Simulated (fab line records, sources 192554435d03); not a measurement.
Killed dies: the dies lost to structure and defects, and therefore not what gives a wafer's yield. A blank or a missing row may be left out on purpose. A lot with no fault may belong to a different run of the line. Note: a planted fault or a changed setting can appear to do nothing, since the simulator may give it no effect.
fab line records	flow n5Finfet
[record] lots = 5	wafers = 12	lastDay = 16
route steps=1938 shown BEOL_M5@1186 BEOL_M6@1194
lots with no fault: from the same line, run without faults
startH: hours from the record's first day to the start of the lot's first wafer shown	waitH: hours elapsed since this lot's preceding step	" identical to the entry in the row above	L1.1+2: one row covering several wafers at once	- no value present, or no start provided	* or withheld: withheld	< > ~ a bound
route shown NAME@n: NAME is a module with steps in the file, n the number in the route of the first one	usual: the fault-free wafers' mean and standard deviation	same: alike in all rows	chamber/n: place in a boat	sites: the reading at each site	_std_site: the standard deviation of these	_edge_site: the outer-site mean with the inner-site mean subtracted	radiusMm: how far each site lies from the wafer's centre	mask NAME#n: copy n	behind: the tool/chamber that last shaped the wafer	hold: why the lot went on hold/how many hours it stayed there/how the hold came to an end	device: transistor that didn't switch, given as n, p or np	end of line: tests run on the same wafers once the route is complete	a step given without rows: its recipe and nothing more	killed: dies lost to structure and defects at the first sort, not the wafer's yield	map: a wafer's dies, x killed, . not, _ none there
set.NAME: the run value of the setting; set.NAME@STEP: its run value at that earlier step	model.NAME: the simulator's own value behind a step, which no gauge read
a table for each step, a row for each wafer; lots at some steps of the route
services: from which hour (startH, from the record's first day; less than 0 if before it) a tool's chamber was out of use, for how many hours, and why
[[steps]]
[step N5_BEOL_M5_CMP_52]
[recipe] stopOn = SiCOH_lowk	tOverpolishS = 6.9	downForcePsi = 1	platenRpm = 50	clearingPlatenDownForcePsi = 1.5	clearingPlatenRpm = 50	postCmpClean = cuAlkaline	targetThkNm = 62	clearingPlatenPadVelocityMS = 0.99484	padVelocityMS = 0.99484
[step N5_BEOL_M5_PRE_CLEAN_77]
[recipe] gas = NH3/H2	timeS = 15	tempC = *	rfPowerW = 300
[step N5_BEOL_M5_CO_CAP_78]
[recipe] material = Co	targetThkA = 20	tempC = 200	precursor = CCTBA/H2	pressureTorr = 30	timeS = 102.1
[step N5_BEOL_M5_PRE_CLEAN_55]
[recipe] gas = NH3	timeS = 15	tempC = withheld	rfPowerW = 300
[step N5_BEOL_M5_DEP_56]
[recipe] material = SiCN	targetThkA = 80	tempC = withheld	precursor = 3MS/NH3	pressureTorr = 3	rfW = 202	timeS = 14
[step N5_BEOL_M6_ILD_DEP_00]
[recipe] material = SiCOH_lowk	targetThkA = 1797.5	tempC = 300	precursor = DEMS/porogen	pressureTorr = 5	rfW = 500	timeS = 33.4
[step N5_BEOL_M6_CURE_74]
[recipe] tempC = 385	timeS = 240	ambient = He/Ar	material = SiCOH_lowk
[step N5_BEOL_M6_PECVD_70]
[recipe] material = SiO2	targetThkA = 200	tempC = 400	precursor = TEOS/O2	pressureTorr = 5.5	rfW = 450	teosFlowSccm = 53.8	gas = O2	flowSccm = 3000	timeS = 22.7
[step N5_BEOL_M6_HM_DEP_02]
[recipe] material = TiN	targetThkA = 200	tempC = 25	chamberPressurePa = 0.49996
[usual] throttleValvePct = 29.9/0.84
lot.wafer	tool	chamber	startH	waitH	throttleValvePct	model.TiN_of_BEOL_M6_HM_DEP_02.thkNm
L900.2	pvdSputter-01	-	196.32	1.1	30.2	20.2
L900.3	"	-	"	"	30.3	20.2
L900.6	"	-	"	"	29.0	20.4
L903.4	pvdSputter-01	-	225.86	1.6	30.9	20.2
L903.6	"	-	"	"	30.2	11.2
L911.2	pvdSputter-01	-	252.21	1.4	29.9	19.8
L911.3	"	-	"	"	30.1	10.8
L910.2	pvdSputter-01	-	253.13	0.2	29.9	20
L910.6	"	-	"	"	29.9	11
L916.1	pvdSputter-03	-	290.59	1.4	29.7	19.4
L916.2	"	-	"	"	29.6	19.4
L916.3	"	-	"	"	30.3	19.6
[step N5_BEOL_M6_COAT_59]
[recipe] resist = SOC	tempC = 250	timeS = 60	spinRpm = 1500	resistThkNm = 100
[step N5_BEOL_M6_COAT_60]
[recipe] resist = SiARC	tempC = 220	timeS = 60	spinRpm = 1500	resistThkNm = 35
[step N5_BEOL_M6_COAT_05]
[recipe] resist = CAR-ArF	spinRpm = 1500	resistThkNm = 90
[step N5_BEOL_M6_EBR_07]
[recipe] solvent = PGMEA	ebrWidthMm = 1.5
[step N5_BEOL_M6_SOFTBAKE_06]
[recipe] tempC = 110	timeS = 60	resist = CAR-ArF
[step N5_BEOL_M6_EXPOSE_08]
[recipe] maskId = M6	na = 1.35	sourceShape = dipole	sigmaInner = 0.817	sigmaOuter = 0.97	polarization = te	doseMj = 68.25
[step N5_BEOL_M6_PEB_09]
[recipe] pebTempC = withheld	pebTimeS = 60	resist = CAR-ArF
[step N5_BEOL_M6_DEVELOP_10]
[recipe] developTimeS = 30	developer = TMAH	resist = CAR-ArF	rinseLiquid = diw	dry = airSpin	devTempC = 23
[step N5_BEOL_M6_DESCUM_16]
[recipe] chemistry = O2	timeS = 7.9	sourcePowerW = 50	biasPowerW = 20	pressureMtorr = 20	rfFrequencyHz = 2.712e+07	tempC = 40	resist = CAR-ArF	o2FlowSccm = 225
[step N5_BEOL_M6_ETCH_61]
[recipe] chemistry = CF4	target = SiARC	targetDepthA = 455	maskMaterial = CAR-ArF	timeS = 75.8	ionEnergyEv = 80	pressureMtorr = 40	sourceW = 545	biasW = 36	Ar_flow_sccm = 100	cf4FlowSccm = 100	ends = cleared
[step N5_BEOL_M6_ETCH_62]
[recipe] chemistry = N2/H2	target = SOC	targetDepthA = 1100	overetchA = 220	maskMaterial = SiARC	tempC = 40	timeS = 165	ionEnergyEv = 200	pressureMtorr = 30	sourceW = 840	biasW = 150	n2FlowSccm = 200	h2FlowSccm = 200
[step N5_BEOL_M6_STRIP_68]
[recipe] chemistry = N2/H2	tempC = 40	n2FlowSccm = 200	h2FlowSccm = 200	rfFrequencyHz = 6e+07
[step N5_BEOL_M6_STRIP_67]
[recipe] chemistry = CF4	resist = SiARC	powerW = 300	biasPowerW = 75	pressureMtorr = 50	cf4FlowSccm = 150	rfFrequencyHz = 6e+07
[step N5_BEOL_M6_HM_OPEN_17]
[recipe] chemistry = Cl2/BCl3	targetDepthA = 200	overetchA = 60	target = TiN	maskMaterial = SOC	ionEnergyEv = 150	pressureMtorr = 10	icpW = 1000	biasW = 126	Cl2_flow_sccm = 53.25	bcl3FlowSccm = 21.75	Ar_flow_sccm = 25
[usual] biasW = 126.0/0.36	drypumpMotorCurrentA = 5.6/0.45	oesProductAu = 0.67/0.08	throttleValvePct = 22.02/0.27
lot.wafer	tool	chamber	startH	waitH	biasW	drypumpMotorCurrentA	oesProductAu	rfHoursCounterH	throttleValvePct	model.etch.depthNm
L900.2	rieMetal-02	0	197.18	0.0	125.6	5.6	0.70	30	22.48	20.19
L900.3	"	1	"	"	126.4	6.5	0.83	-	21.92	20.14
L900.6	"	0	"	"	125.6	5.6	0.71	-	22.50	20.31
L903.4	rieMetal-03	0	226.85	0.1	125.9	5.3	0.59	-	21.96	20.29
L903.6	"	0	"	"	126.2	5.3	0.44	-	22.28	11.11
L911.2	rieMetal-01	1	253.20	0.0	126.2	5.6	0.74	16	21.96	19.8
L911.3	"	1	"	"	125.8	5.7	0.55	-	22.23	10.79
L910.2	rieMetal-01	0	254.09	0.0	125.0	5.0	0.74	13	22.14	20.03
L910.6	"	1	"	"	126.3	5.7	0.56	-	22.23	11.02
L916.1	rieMetal-03	1	291.48	0.0	126.5	5.6	0.59	75	21.71	19.38
L916.2	"	0	"	"	126.0	5.3	0.57	80	22.04	19.5
L916.3	"	1	"	"	126.1	5.6	0.58	-	21.70	19.52
[step N5_BEOL_M6_STRIP_19]
[recipe] chemistry = O2	powerW = 400	tempC = 40	pressureMtorr = 30	rfFrequencyHz = 6e+07	biasPowerW = 0	overashFraction = 0.2	o2FlowSccm = 225
[step N5_BEOL_M6_COAT_63]
[recipe] resist = SOC	tempC = 250	timeS = 60	spinRpm = 1500	resistThkNm = 60
[step N5_BEOL_M6_COAT_64]
[recipe] resist = SiARC	tempC = 220	timeS = 60	spinRpm = 1500	resistThkNm = 12
[step N5_BEOL_M6_COAT_71]
[recipe] resist = underlayer	tempC = 205	timeS = 60	spinRpm = 1500	resistThkNm = 5
[step N5_BEOL_M6_COAT_22]
[recipe] resist = CAR-EUV	spinRpm = 1500	resistThkNm = 30
[step N5_BEOL_M6_EBR_24]
[recipe] solvent = PGMEA	ebrWidthMm = 1.5
[step N5_BEOL_M6_SOFTBAKE_23]
[recipe] tempC = 110	timeS = 60	resist = CAR-EUV
[step N5_BEOL_M6_EXPOSE_25]
[recipe] maskId = V5	na = 0.33	sourceShape = annular	sigmaInner = 0.4	sigmaOuter = 0.8	polarization = unpolarized	targetCdNm = 40	doseMj = 45
[step N5_BEOL_M6_PEB_26]
[recipe] pebTempC = 100	pebTimeS = 60	resist = CAR-EUV
[step N5_BEOL_M6_DEVELOP_27]
[recipe] developTimeS = 30	developer = TMAH	resist = CAR-EUV	rinseLiquid = surfactantRinse	dry = airSpin	devTempC = 23
[step N5_BEOL_M6_TRENCH_ETCH_37]
[recipe] chemistry = C4F6/O2	targetDepthA = 944.35	target = SiCOH_lowk	timeS = 31.5	ionEnergyEv = 250	pressureMtorr = 30	sourceW = 345	biasW = 185	Ar_flow_sccm = 300	C4F6_flow_sccm = 10	O2_flow_sccm = 10
[usual] biasW = 185.0/0.52	drypumpMotorCurrentA = 5.6/0.56	oesProductAu = 0.80/0.082	rfVppV = 664/14	showerheadPlenumPTorr = 2.85/0.092	throttleValvePct = 20.81/0.18
[same] timeS = 31.5
lot.wafer	tool	chamber	startH	waitH	biasW	drypumpMotorCurrentA	oesProductAu	rfHoursCounterH	rfVppV	showerheadPlenumPTorr	throttleValvePct	model.TiN_of_BEOL_M6_HM_DEP_02.thkNm
L900.2	rieDiel-02	1	-	-	185.1	5.3	0.74	178	678	2.86	20.95	17.6
L900.3	"	2	"	"	185.6	4.7	0.76	127	669	2.96	20.53	17.6
L900.6	"	3	"	"	185.6	6.5	0.69	-	643	2.81	21.03	17.8
L903.4	rieDiel-05	2	-	-	184.2	6.5	0.85	-	674	3.01	20.81	17.6
L903.6	"	3	"	"	185.5	5.7	0.88	-	677	2.77	20.92	8.4
L911.2	rieDiel-05	3	-	-	185.0	5.7	0.86	37	678	2.76	20.91	17.2
L911.3	"	0	"	"	184.0	5.5	0.75	134	662	2.73	20.72	8.2
L910.2	rieDiel-02	3	-	-	185.4	6.5	0.67	237	644	2.80	21.05	17.4
L910.6	"	3	"	"	185.5	6.4	0.68	-	642	2.80	21.04	8.4
L916.1	rieDiel-02	3	-	-	185.6	6.4	0.67	250	643	2.79	21.09	16.8
L916.2	"	1	"	"	184.3	5.3	0.71	212	679	2.85	21.01	16.8
L916.3	"	2	"	"	184.8	4.8	0.74	162	669	2.94	20.58	17
[[services]]
tool	chamber	startH	hours	kind
rieDiel-05	-	198.73	14.6	pm
rieMetal-02	-	198.86	2.8	pm
rieDiel-05	1	216.85	-	clean
rieDiel-05	1	216.85	-	consumableReplace:focusRing
rieDiel-05	0	231.06	1.6	repair
rieDiel-02	3	262.99	5.7	repair
rieDiel-02	-	271.93	0.3	repair
rieMetal-03	-	272.79	0.3	repair
rieDiel-05	0	291.72	5.4	repair
[[key]]
firstSign none at tools or gauges
[modelEffect] step = N5_BEOL_M6_HM_DEP_02	value = TiN_of_BEOL_M6_HM_DEP_02.thkNm	without = 19.93	struck = 11
[modelEffect] step = N5_BEOL_M6_HM_OPEN_17	value = etch.depthNm	without = 19.91	struck = 10.98
[modelEffect] step = N5_BEOL_M6_TRENCH_ETCH_37	value = TiN_of_BEOL_M6_HM_DEP_02.thkNm	without = 17.33	struck = 8.333
metAt N5_BEOL_M6_HM_DEP_02
struckWafers L903.6,L910.6,L911.3
onsetBetween 196.32 225.86
[fault] kind = processParameterDrift	tool = pvdSputter-01	chamber = -	onsetH = 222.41	steps = N5_BEOL_M6_HM_DEP_02	channel = targetThkA	offset = *	shape = step	endH = 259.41	scope = struckWafersOnly	actsIn = *	stated = *
